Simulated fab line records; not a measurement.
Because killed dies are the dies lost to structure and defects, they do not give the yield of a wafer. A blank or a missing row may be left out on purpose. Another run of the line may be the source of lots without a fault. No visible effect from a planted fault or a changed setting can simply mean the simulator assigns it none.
Matching of chambers ; flow nand_harc ; rie_diel-08 running NHARC_P_GATE_DESCUM_93: 4 sister chambers
The step chemistry O2, time 3 s. 4 wafers are shown with their chamber, then 9 later ones without.

== WAFERS WITH THEIR CHAMBER ==
wafer;chamber;showerhead_plenum_p_Torr (Torr)
L090.2;0;1.81
L091.2;3;1.94
L091.5;2;1.78
L091.6;1;1.83

== WAFERS WITHOUT THEIR CHAMBER ==
wafer;showerhead_plenum_p_Torr (Torr)
L092.1;1.81
L092.2;1.78
L092.5;1.81
L093.2;1.78
L093.4;1.81
L093.5;1.94
L097.3;1.78
L097.4;1.94
L097.5;1.82

== THE CHAMBER EACH PASSED THROUGH ==
wafer;from the rows above;in truth
L092.1;0;0
L092.2;2;2
L092.5;0;0
L093.2;2;2
L093.4;0;0
L093.5;3;3
L097.3;2;2
L097.4;3;3
L097.5;can't be placed: 0 or 1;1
Placed correctly: 8 of 9. Cannot be placed on the basis of these rows: 1; the candidates contain the true chamber in 1. Placed wrongly: 0.
How it was worked out, from the rows above alone: a wafer's distance from a chamber is the root of the sum, over the readings, of the square of ((its reading less the chamber's mean) divided by the reading's scatter). If the next closest chamber is less than 2 further off than the closest, the wafer can't be placed; otherwise it belongs to the closest. Each chamber's mean is taken over the wafers shown for it. The scatter: with one shown wafer a chamber, the root of the mean of the squares of how far each hidden wafer lies from its nearest shown one.
